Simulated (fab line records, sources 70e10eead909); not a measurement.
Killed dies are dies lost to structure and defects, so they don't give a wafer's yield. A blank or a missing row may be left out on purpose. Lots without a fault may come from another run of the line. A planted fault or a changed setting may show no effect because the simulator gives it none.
Which tool did it? | flow nand_harc | 14 lots, 42 wafers sampled, at 4 steps of a route of 1302

WHAT THE GAUGES READ, wafer by wafer
The record holds no reading of a measuring or inspecting step that can be judged against a usual standard deviation.

WHICH TOOL RAN EACH LOT (tool, then ch and the chambers of the sampled wafers, then the start)
lot  | NHARC_A_CONTACT_ETCH_75            | NHARC_A_CONTACT_ETCH_124             | NHARC_A_CONTACT_ETCH_125             | NHARC_A_CONTACT_ETCH_129
L912 | rie_diel-07 ch 0,3, day 22 18:14   | har_cap_etch-03 ch 0,1, day 22 19:59 | har_cap_etch-03 ch 0,1, day 22 20:11 | har_cap_etch-03 ch 0,1, day 22 20:53
L913 | rie_diel-11 ch 1,2,3, day 23 02:07 | har_cap_etch-03 ch 0,1, day 23 03:36 | har_cap_etch-03 ch 0,1, day 23 03:47 | har_cap_etch-03 ch 0,1, day 23 04:29
L914 | rie_diel-07 ch 1,2,3, day 23 08:58 | har_cap_etch-03 ch 0,1, day 23 10:28 | har_cap_etch-03 ch 0,1, day 23 10:39 | har_cap_etch-03 ch 0,1, day 23 11:22
L915 | rie_diel-07 ch 0,2,3, day 24 00:41 | har_cap_etch-02 ch 0,1, day 24 02:11 | har_cap_etch-02 ch 0,1, day 24 02:23 | har_cap_etch-02 ch 0,1, day 24 03:05
L916 | rie_diel-07 ch 1,2,3, day 24 20:44 | har_cap_etch-02 ch 0,1, day 24 22:11 | har_cap_etch-02 ch 0,1, day 24 22:23 | har_cap_etch-02 ch 0,1, day 24 23:05
L917 | rie_diel-07 ch 1,3, day 25 15:20   | har_cap_etch-01 ch 0, day 25 16:49   | har_cap_etch-01 ch 0, day 25 17:01   | har_cap_etch-01 ch 0, day 25 17:43
L921 | rie_diel-07 ch 0,1,3, day 26 15:29 | har_cap_etch-02 ch 0,1, day 26 16:56 | har_cap_etch-02 ch 0,1, day 26 17:12 | har_cap_etch-02 ch 0,1, day 26 18:05
L920 | rie_diel-07 ch 0,1,3, day 26 17:17 | har_cap_etch-03 ch 0,1, day 26 18:47 | har_cap_etch-03 ch 0,1, day 26 18:58 | har_cap_etch-03 ch 0,1, day 26 19:41
L928 | rie_diel-07 ch 0,2,3, day 29 11:28 | har_cap_etch-02 ch 0,1, day 29 12:55 | har_cap_etch-02 ch 0,1, day 29 13:07 | har_cap_etch-02 ch 0,1, day 29 13:49
L929 | rie_diel-11 ch 0,1,2, day 30 02:58 | har_cap_etch-02 ch 0,1, day 30 04:26 | har_cap_etch-02 ch 0,1, day 30 04:38 | har_cap_etch-02 ch 0,1, day 30 05:20
L930 | rie_diel-07 ch 0,1,2, day 30 04:46 | har_cap_etch-01 ch 0,1, day 30 06:13 | har_cap_etch-01 ch 0,1, day 30 06:25 | har_cap_etch-01 ch 0,1, day 30 07:07
L932 | rie_diel-07 ch 2,3, day 30 12:06   | har_cap_etch-02 ch 0,1, day 30 13:38 | har_cap_etch-02 ch 0,1, day 30 13:49 | har_cap_etch-02 ch 0,1, day 30 14:32
L931 | rie_diel-05 ch 1,2,3, day 30 15:00 | har_cap_etch-03 ch 0,1, day 30 17:28 | har_cap_etch-03 ch 0,1, day 30 17:40 | har_cap_etch-03 ch 0,1, day 30 18:22
L933 | rie_diel-07 ch 0,2,3, day 32 06:26 | har_cap_etch-03 ch 0,1, day 32 07:55 | har_cap_etch-03 ch 0,1, day 32 08:07 | har_cap_etch-03 ch 0,1, day 32 08:49
- NHARC_A_CONTACT_ETCH_75: etches the open film in CF4, target depth 39 nm, time 65 s.
- NHARC_A_CONTACT_ETCH_124: etches the open film in C4F8/O2/Ar, time 140 s, target depth 700 nm.
- NHARC_A_CONTACT_ETCH_125: etches the open film in C4F8/O2/Ar, time 197 s, target depth 1918 nm.
- NHARC_A_CONTACT_ETCH_129: etches the open film in C4F8/O2/Ar, time 197 s, target depth 1918 nm.

WHAT THE TOOLS THEMSELVES READ (means of the sampled wafers that have a number; where no wafer has one, the mark that the record gives instead)
NHARC_A_CONTACT_ETCH_75.
lot  | tool        | bias_w (W) | cf4_flow_sccm (sccm) | drypump_motor_current_A (A) | oes_product_au (a.u.) | rf_vpp_V (V) | showerhead_plenum_p_Torr (Torr) | throttle_valve_pct (%)
L912 | rie_diel-07 | 99.8       | 149.6                | 5.8                         | 0.998                 | 152.5        | 1.89                            | 13.291
L913 | rie_diel-11 | 99.7       | 150.2                | 5.8                         | 1.009                 | 151.3        | 1.76                            | 13.289
L914 | rie_diel-07 | 100.5      | 149.4                | 5.6                         | 0.997                 | 151.0        | 1.76                            | 13.287
L915 | rie_diel-07 | 100.1      | 149.8                | 5.5                         | 1.000                 | 151.6        | 1.83                            | 13.279
L916 | rie_diel-07 | 99.7       | 150.0                | 5.6                         | 1.008                 | 151.3        | 1.76                            | 13.286
L917 | rie_diel-07 | 100.3      | 150.0                | 5.8                         | 0.993                 | 151.3        | 1.74                            | 13.280
L921 | rie_diel-07 | 99.9       | 150.1                | 5.8                         | 1.007                 | 152.4        | 1.81                            | 13.288
L920 | rie_diel-07 | 100.1      | 150.2                | 5.8                         | 1.013                 | 152.1        | 1.81                            | 13.285
L928 | rie_diel-07 | 100.1      | 150.1                | 5.5                         | 1.006                 | 151.7        | 1.82                            | 13.291
L929 | rie_diel-11 | 100.2      | 150.2                | 5.8                         | 1.001                 | 150.8        | 1.72                            | 13.286
L930 | rie_diel-07 | 99.8       | 150.3                | 5.6                         | 1.007                 | 150.7        | 1.73                            | 13.283
L932 | rie_diel-07 | 100.0      | 150.1                | 5.6                         | 0.999                 | 151.3        | 1.83                            | 13.287
L931 | rie_diel-05 | 100.3      | 150.4                | 6.0                         | 0.989                 | 150.1        | 1.73                            | 13.281
L933 | rie_diel-07 | 100.0      | 149.6                | 5.5                         | 0.997                 | 151.6        | 1.82                            | 13.289

NHARC_A_CONTACT_ETCH_124.
lot  | tool            | chamber_pressure_mTorr (mTorr) | oes_air_line_au (a.u.)
L912 | har_cap_etch-03 | 20.005                         | 0.987
L913 | har_cap_etch-03 | 20.008                         | 0.981
L914 | har_cap_etch-03 | 19.990                         | 0.987
L915 | har_cap_etch-02 | 19.994                         | 0.993
L916 | har_cap_etch-02 | 20.000                         | 0.996
L917 | har_cap_etch-01 | 20.017                         | 1.020
L921 | har_cap_etch-02 | -                              | -
L920 | har_cap_etch-03 | -                              | -
L928 | har_cap_etch-02 | 20.004                         | 0.991
L929 | har_cap_etch-02 | 19.996                         | 0.994
L930 | har_cap_etch-01 | 20.034                         | 1.020
L932 | har_cap_etch-02 | 19.988                         | 1.000
L931 | har_cap_etch-03 | 19.997                         | 0.998
L933 | har_cap_etch-03 | 19.990                         | 1.008

NHARC_A_CONTACT_ETCH_125.
lot  | tool            | chamber_pressure_mTorr (mTorr) | oes_air_line_au (a.u.)
L912 | har_cap_etch-03 | 20.006                         | 1.001
L913 | har_cap_etch-03 | 19.989                         | 0.994
L914 | har_cap_etch-03 | 20.003                         | 0.986
L915 | har_cap_etch-02 | 20.008                         | 1.024
L916 | har_cap_etch-02 | 20.000                         | 0.997
L917 | har_cap_etch-01 | 19.994                         | 0.990
L921 | har_cap_etch-02 | 19.999                         | 0.995
L920 | har_cap_etch-03 | 19.986                         | 1.012
L928 | har_cap_etch-02 | 20.004                         | 0.977
L929 | har_cap_etch-02 | 19.984                         | 1.003
L930 | har_cap_etch-01 | 20.014                         | 0.982
L932 | har_cap_etch-02 | 19.993                         | 0.998
L931 | har_cap_etch-03 | 20.002                         | 0.972
L933 | har_cap_etch-03 | 19.993                         | 1.017

NHARC_A_CONTACT_ETCH_129.
lot  | tool            | chamber_pressure_mTorr (mTorr) | oes_air_line_au (a.u.)
L912 | har_cap_etch-03 | 20.020                         | 1.002
L913 | har_cap_etch-03 | 19.997                         | 1.005
L914 | har_cap_etch-03 | 20.007                         | 0.998
L915 | har_cap_etch-02 | 19.998                         | 0.987
L916 | har_cap_etch-02 | 20.012                         | 1.000
L917 | har_cap_etch-01 | 19.988                         | 0.975
L921 | har_cap_etch-02 | 19.998                         | 0.999
L920 | har_cap_etch-03 | 20.011                         | 0.983
L928 | har_cap_etch-02 | 19.994                         | 0.978
L929 | har_cap_etch-02 | 19.991                         | 0.985
L930 | har_cap_etch-01 | 19.986                         | 1.016
L932 | har_cap_etch-02 | 19.999                         | 0.979
L931 | har_cap_etch-03 | 20.011                         | 1.006
L933 | har_cap_etch-03 | 20.006                         | 1.001

THE ANSWER, worked out from the rows above alone
Rule: what is usual is taken from the lots themselves. Put in order of their means at a reading, lots are off if they are a third of the lots or fewer, leave a main group of 4 or more, and stand apart from it by a gap of 3 or more times the standard deviation of the main group's means; of several such gaps the widest counts. A main group whose means are all the same, to the digits that the tables above print for the reading, isn't used. A lot without any number at a reading at which 4 lots or more have one is off too. The other lots that the step has rows for count as sound. The gauges are gone through in route order, then the tools' own readings, and for those a lot's mean is taken as printed above. The first step at which some lot is off is used, and at that step the reading that is off furthest; a lot without a number counts as furthest.
Off: L921, L920, at NHARC_A_CONTACT_ETCH_124 (chamber_pressure_mTorr). Without a number there: L921, L920. The main group: mean 20.002 mTorr, standard deviation 0.013.
A tool fits if, at that step or a process step before it, it ran every lot that is off, and no sound lot after the first of them. None of those tried fits.

WHAT THE SIMULATOR HAD PUT IN
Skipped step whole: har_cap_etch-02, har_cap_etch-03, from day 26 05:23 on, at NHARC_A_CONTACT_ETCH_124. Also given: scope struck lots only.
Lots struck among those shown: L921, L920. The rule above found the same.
